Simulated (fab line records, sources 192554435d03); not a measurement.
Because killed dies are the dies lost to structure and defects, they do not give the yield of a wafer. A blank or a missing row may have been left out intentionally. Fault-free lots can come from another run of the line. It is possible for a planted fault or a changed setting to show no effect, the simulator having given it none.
Which of the tools did it?	flow n5Finfet	Sampling: 24 lots, 72 wafers, 6 of 1938 route steps

WHAT EACH GAUGE READ, for each wafer
N5_BEOL_M5_CD_MEAS_28: target cd 30.6 nm, target cd y 20 nm.
lot	measured	on	cdNm (nm)
L074	day 7 22:05	cdSem-01	30.64 30.34 30.34
L075	day 8 06:07	cdSem-01	30.81 30.93 30.85
L076	day 8 23:52	cdSem-01	30.26 30.15 30.50
L077	day 9 16:45	cdSem-02	30.21 30.64 30.36
L080	day 9 16:34	cdSem-03	30.58 30.80 31.12
L079	day 9 22:10	cdSem-02	30.34 31.38 30.73
L078	day 9 21:23	cdSem-02	30.40 30.54 30.52
L082	day 9 23:26	cdSem-02	30.54 30.65 30.06
L083	day 10 04:30	cdSem-02	30.73 30.66 30.80
L081	day 10 12:35	cdSem-01	30.86 30.63 30.53
L084	day 11 03:28	cdSem-02	30.64 30.90 30.94
L085	day 11 07:23	cdSem-02	30.27 30.35 30.26
L086	day 11 16:03	cdSem-01	30.59 30.92 30.76
L087	day 12 00:58	cdSem-03	30.37 30.68 30.58
L088	day 12 00:55	cdSem-01	30.91 30.45 30.27
L089	day 12 17:59	cdSem-01	30.71 30.57 30.53
L091	day 12 19:55	cdSem-02	30.88 30.78 30.97
L090	day 12 19:57	cdSem-01	30.73 30.63 30.55
L092	day 12 20:32	cdSem-01	31.01 30.98 31.03
L093	day 13 03:46	cdSem-01	30.36 30.56 30.31
L094	day 13 14:01	cdSem-02	30.28 30.68 30.52
L095	day 14 00:52	cdSem-01	30.45 30.38 30.42
L096	day 14 07:22	cdSem-03	30.93 30.74 30.44
L097	day 14 07:28	cdSem-01	30.97 31.10 30.65

WHICH TOOL RAN EACH LOT (tool, then ch and the chambers of the sampled wafers, then the start)
lot	N5_BEOL_M4_ETCHBACK_99	N5_BEOL_M4_SPUTTER_79	N5_BEOL_M4_SPUTTER_81	N5_BEOL_M5_ETCH_62	N5_BEOL_M5_STRIP_19
L074	rieDiel-04 ch 0,1,2, day 7 12:46	pvdSputter-03, day 7 14:31	pvdSputter-03, day 7 14:44	rieDiel-01 ch 1,2,3, day 7 21:06	rieDiel-06 ch 2,3, day 7 21:29
L075	rieDiel-04 ch 1,2,3, day 7 18:50	pvdSputter-01, day 7 20:34	pvdSputter-01, day 7 20:47	rieDiel-06 ch 0,2,3, day 8 05:19	rieDiel-06 ch 0,1,2, day 8 05:36
L076	rieDiel-02 ch 0,3, day 8 13:57	pvdSputter-01, day 8 15:53	pvdSputter-01, day 8 16:06	rieDiel-01 ch 0,1,2, day 8 22:47	rieDiel-01 ch 0,1, day 8 23:29
L077	rieDiel-03 ch 0,1,3, day 9 07:34	pvdSputter-02, day 9 09:38	pvdSputter-02, day 9 09:52	rieDiel-05 ch 2,3, day 9 14:51	rieDiel-01 ch 1,2,3, day 9 15:16
L080	rieDiel-02 ch 0,2,3, day 9 07:58	pvdSputter-01, day 9 10:11	pvdSputter-01, day 9 10:24	rieDiel-01 ch 0,1,2, day 9 15:07	rieDiel-01 ch 0,2, day 9 15:24
L079	rieDiel-04 ch 0,3, day 9 08:03	pvdSputter-02, day 9 11:29	pvdSputter-02, day 9 11:42	rieDiel-01 ch 1,2,3, day 9 17:59	rieDiel-01 ch 0,1,2, day 9 18:25
L078	rieDiel-02 ch 0,2,3, day 9 12:22	pvdSputter-01, day 9 14:04	pvdSputter-01, day 9 14:17	rieDiel-01 ch 1,2, day 9 18:58	rieDiel-01 ch 1,2, day 9 19:14
L082	rieDiel-02 ch 0,2,3, day 9 14:05	pvdSputter-03, day 9 15:31	pvdSputter-03, day 9 15:44	rieDiel-05 ch 0,2,3, day 9 22:07	rieDiel-06 ch 3, day 9 22:35
L083	rieDiel-02 ch 0,2,3, day 9 16:55	pvdSputter-03, day 9 18:32	pvdSputter-03, day 9 18:46	rieDiel-05 ch 0,1,2, day 10 00:05	rieDiel-01 ch 0,3, day 10 00:24
L081	rieDiel-02 ch 0,2,3, day 10 00:05	pvdSputter-03, day 10 01:46	pvdSputter-03, day 10 01:59	rieDiel-06 ch 1,2,3, day 10 10:45	rieDiel-06 ch 2,3, day 10 11:02
L084	rieDiel-02 ch 1,2,3, day 10 18:32	pvdSputter-03, day 10 20:20	pvdSputter-03, day 10 20:34	rieDiel-01 ch 0,2,3, day 11 02:39	rieDiel-06 ch 1,2,3, day 11 02:56
L085	rieDiel-04 ch 0,1, day 10 20:56	pvdSputter-02, day 10 22:59	pvdSputter-02, day 10 23:13	rieDiel-05 ch 0,1, day 11 04:53	rieDiel-05 ch 0,1,2, day 11 05:21
L086	rieDiel-03 ch 0,3, day 11 04:39	pvdSputter-01, day 11 06:43	pvdSputter-01, day 11 06:56	rieDiel-06 ch 0,1,3, day 11 13:45	rieDiel-06 ch 0,1,2, day 11 14:11
L087	rieDiel-04 ch 1,2, day 11 13:32	pvdSputter-03, day 11 15:10	pvdSputter-03, day 11 15:23	rieDiel-01 ch 0,2,3, day 11 21:54	rieDiel-01 ch 2,3, day 11 22:11
L088	rieDiel-03 ch 0,1,3, day 11 16:39	pvdSputter-01, day 11 18:24	pvdSputter-01, day 11 18:37	rieDiel-01 ch 1,2,3, day 11 23:48	rieDiel-05 ch 0,1,2, day 12 00:05
L089	rieDiel-03 ch 0,3, day 12 07:04	pvdSputter-01, day 12 09:53	pvdSputter-01, day 12 10:06	rieDiel-06 ch 1,2,3, day 12 17:05	rieDiel-05 ch 2,3, day 12 17:31
L091	rieDiel-03 ch 0,1, day 12 08:31	pvdSputter-03, day 12 10:37	pvdSputter-03, day 12 10:50	rieDiel-05 ch 0,2,3, day 12 17:20	rieDiel-05 ch 2,3, day 12 17:37
L090	rieDiel-04 ch 0,1,3, day 12 08:46	pvdSputter-01, day 12 11:50	pvdSputter-01, day 12 12:04	rieDiel-05 ch 0,2,3, day 12 18:03	rieDiel-01 ch 1,3, day 12 18:28
L092	rieDiel-03 ch 0,1,2, day 12 12:04	pvdSputter-03, day 12 14:11	pvdSputter-03, day 12 14:25	rieDiel-06 ch 0,1,2, day 12 19:45	rieDiel-01 ch 0,1,2, day 12 20:04
L093	rieDiel-02 ch 2,3, day 12 16:01	pvdSputter-01, day 12 18:08	pvdSputter-01, day 12 18:21	rieDiel-01 ch 2,3, day 13 02:26	rieDiel-05 ch 0,2, day 13 02:44
L094	rieDiel-03 ch 1,2, day 13 05:48	pvdSputter-03, day 13 08:06	pvdSputter-03, day 13 08:19	rieDiel-06 ch 0,1, day 13 13:12	rieDiel-06 ch 2,3, day 13 13:29
L095	rieDiel-02 ch 2,3, day 13 13:19	pvdSputter-02, day 13 15:26	pvdSputter-02, day 13 15:39	rieDiel-06 ch 0,2,3, day 13 21:43	rieDiel-01 ch 0,1,2, day 13 22:01
L096	rieDiel-02 ch 1,2,3, day 13 21:17	pvdSputter-03, day 13 23:32	pvdSputter-03, day 13 23:46	rieDiel-01 ch 0,2,3, day 14 06:04	rieDiel-01 ch 0,3, day 14 06:25
L097	rieDiel-02 ch 2,3, day 13 21:47	pvdSputter-01, day 13 23:56	pvdSputter-01, day 14 00:09	rieDiel-06 ch 1,2, day 14 06:19	rieDiel-05 ch 0,1, day 14 06:50
- N5_BEOL_M4_ETCHBACK_99: etches SiO2 in CHF3, target depth 5 nm, time 10.4 s.
- N5_BEOL_M4_SPUTTER_79: material Cu, target thk 4.5 nm, time 8.29 s.
- N5_BEOL_M4_SPUTTER_81: material Cu, target thk 4.5 nm, time 8.29 s.
- N5_BEOL_M5_ETCH_62: etches SOC in N2/H2, target depth 75 nm, overetch 15 nm, time 112.5 s.
- N5_BEOL_M5_STRIP_19: strips in O2.

AS READ BY THE TOOLS THEMSELVES (means over the sampled wafers that have a number; for cases with no such wafer, the mark the record gives instead)
N5_BEOL_M4_ETCHBACK_99.
lot	tool	drypumpMotorCurrentA (A)	oesProductAu (a.u.)	rfVppV (V)	showerheadPlenumPTorr (Torr)	throttleValvePct (%)
L074	rieDiel-04	6.2	0.68	240	2.06	17.22
L075	rieDiel-04	6.1	0.76	243	2.12	17.13
L076	rieDiel-02	5.4	0.72	242	2.07	16.96
L077	rieDiel-03	5.5	0.84	238	2.19	16.86
L080	rieDiel-02	5.4	0.71	242	2.13	17.15
L079	rieDiel-04	6.5	0.89	249	2.24	17.11
L078	rieDiel-02	5.4	0.72	242	2.13	17.17
L082	rieDiel-02	5.4	0.72	242	2.13	17.16
L083	rieDiel-02	5.4	0.71	243	2.13	17.17
L081	rieDiel-02	5.4	0.71	243	2.13	17.17
L084	rieDiel-02	5.7	0.70	245	2.20	17.27
L085	rieDiel-04	6.6	0.91	245	2.23	16.91
L086	rieDiel-03	5.7	0.85	234	2.24	16.95
L087	rieDiel-04	6.1	0.95	238	2.16	16.71
L088	rieDiel-03	5.5	0.81	238	2.19	16.89
L089	rieDiel-03	5.7	0.84	235	2.23	16.98
L091	rieDiel-03	5.5	0.75	242	2.13	16.90
L090	rieDiel-04	6.5	0.87	245	2.19	16.98
L092	rieDiel-03	5.4	0.75	244	2.14	16.89
L093	rieDiel-02	5.3	0.90	242	2.19	17.10
L094	rieDiel-03	5.3	0.77	242	2.15	16.83
L095	rieDiel-02	5.5	0.78	242	2.17	17.19
L096	rieDiel-02	5.7	0.87	245	2.19	17.02
L097	rieDiel-02	5.3	0.86	241	2.19	17.13

N5_BEOL_M4_SPUTTER_79.
lot	tool	throttleValvePct (%)
L074	pvdSputter-03	29.0
L075	pvdSputter-01	30.4
L076	pvdSputter-01	29.9
L077	pvdSputter-02	31.4
L080	pvdSputter-01	28.8
L079	pvdSputter-02	29.3
L078	pvdSputter-01	29.9
L082	pvdSputter-03	29.2
L083	pvdSputter-03	28.7
L081	pvdSputter-03	29.2
L084	pvdSputter-03	28.9
L085	pvdSputter-02	30.7
L086	pvdSputter-01	29.9
L087	pvdSputter-03	29.6
L088	pvdSputter-01	29.5
L089	pvdSputter-01	30.0
L091	pvdSputter-03	29.7
L090	pvdSputter-01	30.7
L092	pvdSputter-03	29.5
L093	pvdSputter-01	29.5
L094	pvdSputter-03	28.9
L095	pvdSputter-02	29.7
L096	pvdSputter-03	29.5
L097	pvdSputter-01	30.7

N5_BEOL_M4_SPUTTER_81.
lot	tool	throttleValvePct (%)
L074	pvdSputter-03	29.1
L075	pvdSputter-01	30.4
L076	pvdSputter-01	30.0
L077	pvdSputter-02	31.4
L080	pvdSputter-01	28.8
L079	pvdSputter-02	29.6
L078	pvdSputter-01	29.9
L082	pvdSputter-03	28.9
L083	pvdSputter-03	28.8
L081	pvdSputter-03	29.0
L084	pvdSputter-03	29.1
L085	pvdSputter-02	30.7
L086	pvdSputter-01	29.9
L087	pvdSputter-03	29.7
L088	pvdSputter-01	29.5
L089	pvdSputter-01	29.9
L091	pvdSputter-03	30.0
L090	pvdSputter-01	30.7
L092	pvdSputter-03	29.5
L093	pvdSputter-01	29.6
L094	pvdSputter-03	29.0
L095	pvdSputter-02	29.8
L096	pvdSputter-03	29.6
L097	pvdSputter-01	30.7

N5_BEOL_M5_ETCH_62.
lot	tool	drypumpMotorCurrentA (A)	oesProductAu (a.u.)	rfVppV (V)	showerheadPlenumPTorr (Torr)	throttleValvePct (%)
L074	rieDiel-01	6.1	0.59	525.7	2.57	17.60
L075	rieDiel-06	5.9	0.58	523.1	2.49	17.97
L076	rieDiel-01	6.0	0.61	524.7	2.59	17.61
L077	rieDiel-05	5.7	0.55	526.2	2.63	18.01
L080	rieDiel-01	6.1	0.61	524.3	2.59	17.62
L079	rieDiel-01	6.2	0.58	524.3	2.57	17.62
L078	rieDiel-01	6.3	0.58	522.9	2.50	17.57
L082	rieDiel-05	5.6	0.56	524.5	2.56	18.04
L083	rieDiel-05	5.7	0.56	522.0	2.48	17.87
L081	rieDiel-06	6.2	0.62	524.3	2.56	17.82
L084	rieDiel-01	5.9	0.59	525.0	2.58	17.81
L085	rieDiel-05	5.9	0.56	520.7	2.41	17.72
L086	rieDiel-06	5.7	0.67	526.1	2.62	17.88
L087	rieDiel-01	5.8	0.58	524.0	2.58	17.82
L088	rieDiel-01	6.1	0.57	523.7	2.56	17.65
L089	rieDiel-06	6.1	0.60	524.5	2.55	17.85
L091	rieDiel-05	5.6	0.63	525.0	2.55	17.92
L090	rieDiel-05	5.6	0.63	525.0	2.55	17.92
L092	rieDiel-06	5.7	0.64	524.6	2.59	17.79
L093	rieDiel-01	6.0	0.56	523.2	2.55	17.83
L094	rieDiel-06	5.2	0.69	527.4	2.65	17.83
L095	rieDiel-06	5.9	0.62	525.3	2.58	17.88
L096	rieDiel-01	5.9	0.57	525.7	2.57	17.84
L097	rieDiel-06	6.2	0.58	523.0	2.52	17.79

N5_BEOL_M5_STRIP_19.
lot	tool	drypumpMotorCurrentA (A)	oesProductAu (a.u.)	rfVppV (V)	showerheadPlenumPTorr (Torr)	throttleValvePct (%)
L074	rieDiel-06	6.3	0.78	3.9	2.11	16.64
L075	rieDiel-06	5.7	0.76	3.6	2.07	16.85
L076	rieDiel-01	6.0	0.79	3.7	2.21	16.51
L077	rieDiel-01	6.1	0.74	3.8	2.12	16.52
L080	rieDiel-01	5.7	0.79	3.6	2.14	16.67
L079	rieDiel-01	6.1	0.77	3.6	2.14	16.56
L078	rieDiel-01	6.4	0.74	3.3	2.06	16.48
L082	rieDiel-06	6.3	0.79	3.7	2.11	16.64
L083	rieDiel-01	5.6	0.75	3.3	2.18	16.68
L081	rieDiel-06	6.3	0.76	3.7	2.11	16.67
L084	rieDiel-06	6.1	0.76	3.7	2.11	16.65
L085	rieDiel-05	5.7	0.81	3.4	2.05	16.62
L086	rieDiel-06	5.7	0.84	3.4	2.15	16.73
L087	rieDiel-01	6.2	0.71	3.6	2.05	16.58
L088	rieDiel-05	5.7	0.79	3.6	2.04	16.62
L089	rieDiel-05	5.7	0.86	3.9	2.16	16.65
L091	rieDiel-05	5.7	0.86	4.2	2.16	16.66
L090	rieDiel-01	5.9	0.73	3.7	2.16	16.59
L092	rieDiel-01	6.0	0.75	4.0	2.13	16.60
L093	rieDiel-05	5.5	0.80	3.8	2.05	16.81
L094	rieDiel-06	6.3	0.74	3.7	2.10	16.72
L095	rieDiel-01	6.1	0.74	3.7	2.13	16.63
L096	rieDiel-01	5.6	0.72	3.0	2.17	16.72
L097	rieDiel-05	5.7	0.81	3.9	2.08	16.65

THE ANSWER, worked out from the rows above alone
Rule: the lots themselves supply what counts as usual. The widest of any qualifying gaps counts: lots, ordered by their means at a reading, are off when they make up no more than a third of the lots, leave a main group of 4 or more, and stand apart from it by 3 or more times the standard deviation of that group's means. A main group is skipped when, at the precision printed for the reading in the tables above, its means are all equal. A lot without any number at a reading at which 4 lots or more have one is off too. Any other lot the step has rows for is counted as sound. First the gauges in route order, then the tools' own readings, where a lot's mean is used as printed above. The first step at which some lot is off is used, and at that step the reading that is off furthest; a lot without a number counts as furthest.
No lot is off on any of the readings shown, so nothing can be concluded from this.

WHAT WAS PUT IN BY THE SIMULATOR
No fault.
